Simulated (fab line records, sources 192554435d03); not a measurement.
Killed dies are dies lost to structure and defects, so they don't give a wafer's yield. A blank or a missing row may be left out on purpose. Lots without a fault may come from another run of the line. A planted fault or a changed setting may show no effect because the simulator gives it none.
Split-lot experiment | flow n5_finfet | 7 lots, 39 wafers read, on a route of 1938 steps

THE SPLIT
At N5_PASSIVATION_PECVD_35 (deposits SiNx from SiH4/NH3/N2, target thk 700 nm, time 151.3 s), the setting time_s was moved away from the recipe's 151.3 s on 12 of the 39 wafers read, by -55.4% to +38.1%. The other wafers ran this setting at the recipe's value.

The reading is taken at the split's own step.

THE READING
SiNx_of_PASSIVATION_PECVD_35.thk_nm (the simulator's own value, which no gauge read), in nm, at N5_PASSIVATION_PECVD_35 (deposits SiNx from SiH4/NH3/N2, target thk 700 nm, time 151.3 s). The file gives no usual value for it. The 27 wafers here that ran the recipe average 704.3 nm, standard deviation 9.1 nm.

wafer  | tool, chamber at the split | time_s as run, s | against the recipe | SiNx_of_PASSIVATION_PECVD_35.thk_nm, nm | against lot-mates on the recipe
L076.1 | pecvd-04, 1                | 151.3            | recipe             | 700.4                                   | -
L076.2 | pecvd-04, 0                | 72.18            | -52.3%             | 333                                     | -378.1
L076.3 | pecvd-04, 2                | 72.18            | -52.3%             | 337.8                                   | -373.3
L076.4 | pecvd-04, 1                | 151.3            | recipe             | 715.6                                   | -
L076.5 | pecvd-04, 0                | 151.3            | recipe             | 717.2                                   | -
L076.6 | pecvd-04, 2                | 72.18            | -52.3%             | 334                                     | -377.1
L078.1 | pecvd-04, 1                | 151.3            | recipe             | 699                                     | -
L078.2 | pecvd-04, 2                | 151.3            | recipe             | 697.6                                   | -
L078.3 | pecvd-04, 0                | 151.3            | recipe             | 695.6                                   | -
L078.4 | pecvd-04, 1                | 151.3            | recipe             | 709.2                                   | -
L078.5 | pecvd-04, 0                | 151.3            | recipe             | 716.4                                   | -
L078.6 | pecvd-04, 2                | 151.3            | recipe             | 714.6                                   | -
L083.1 | pecvd-01, 1                | 151.3            | recipe             | 695.8                                   | -
L083.2 | pecvd-01, 2                | 151.3            | recipe             | 708.4                                   | -
L083.3 | pecvd-01, 0                | 151.3            | recipe             | 698.8                                   | -
L083.4 | pecvd-01, 1                | 151.3            | recipe             | 710.2                                   | -
L083.5 | pecvd-01, 2                | 151.3            | recipe             | 709.2                                   | -
L083.6 | pecvd-01, 0                | 151.3            | recipe             | 704.2                                   | -
L084.1 | pecvd-04, 2                | 151.3            | recipe             | 689.6                                   | -
L084.2 | pecvd-04, 0                | 151.3            | recipe             | 695                                     | -
L084.3 | pecvd-04, 1                | 67.42            | -55.4%             | 312.4                                   | -384.1
L084.4 | pecvd-04, 1                | 67.42            | -55.4%             | 318.8                                   | -377.7
L084.5 | pecvd-04, 2                | 67.42            | -55.4%             | 321.2                                   | -375.3
L084.6 | pecvd-04, 0                | 151.3            | recipe             | 705                                     | -
L093.1 | pecvd-03, 1                | 151.3            | recipe             | 686.8                                   | -
L093.2 | pecvd-03, 2                | 208.9            | +38.1%             | 949.2                                   | +255.1
L093.3 | pecvd-03, 0                | 208.9            | +38.1%             | 944.8                                   | +250.7
L093.4 | pecvd-03, 2                | 151.3            | recipe             | 706.2                                   | -
L093.5 | pecvd-03, 0                | 208.9            | +38.1%             | 976                                     | +281.9
L093.6 | pecvd-03, 1                | 151.3            | recipe             | 689.2                                   | -
L094.1 | pecvd-04, 1                | 151.3            | recipe             | 696.2                                   | -
L094.2 | pecvd-04, 0                | 190.2            | +25.7%             | 881.4                                   | +177.4
L094.3 | pecvd-04, 2                | 190.2            | +25.7%             | 880                                     | +176.0
L094.4 | pecvd-04, 0                | 190.2            | +25.7%             | 894.4                                   | +190.4
L094.5 | pecvd-04, 2                | 151.3            | recipe             | 709.4                                   | -
L094.6 | pecvd-04, 1                | 151.3            | recipe             | 706.4                                   | -
L096.3 | pecvd-04, 2                | 151.3            | recipe             | 705.4                                   | -
L096.5 | pecvd-04, 0                | 151.3            | recipe             | 722                                     | -
L096.6 | pecvd-04, 1                | 151.3            | recipe             | 713.4                                   | -

THE FIT
A straight line over all 39 wafers: SiNx_of_PASSIVATION_PECVD_35.thk_nm changes by +6.94 nm for each +1% of time_s; r = +1.00; the points scatter about the line by 9.7 nm.
The same after taking each lot's own level away (the mean of its wafers on the recipe; 39 wafers): +6.99 nm for each +1%; r = +1.00; scatter 8.5 nm.
On that fit, the largest move of time_s shifts the reading by 3.9e+02 nm.
The lots' own levels span 694.07 to 713.60 nm, that is 2.1 times the standard deviation above.
So the lot-to-lot level changes the slope little: the two slopes agree.
Check: with one of the wafers moved furthest among these (-55.4%) left out of the fit, the line predicts -388 nm for it against its lot-mates. It came out at -384 nm against them.

OTHER SPLITS ON THESE WAFERS
These wafers also went through other splits before the reading. Each is held against what the fit with the lots' levels taken away leaves over:
other split on the same wafers      | wafers away from the commonest value | r with SiNx_of_PASSIVATION_PECVD_35.thk_nm (lot level and that fit taken away)
N5_BEOL_M6_HM_DEP_02 target_thk_a   | 15                                   | -0.01
N5_BEOL_M8_DESCUM_16 time_s         | 15                                   | +0.11
N5_BEOL_M9_DEP_56 time_s            | 12                                   | -0.03
N5_BEOL_M12_SPUTTER_44 target_thk_a | 18                                   | +0.28

THE FILE'S OWN FIT
SiNx_of_PASSIVATION_PECVD_35.thk_nm changes by +6.99 nm for each +1% of time_s, r = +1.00.
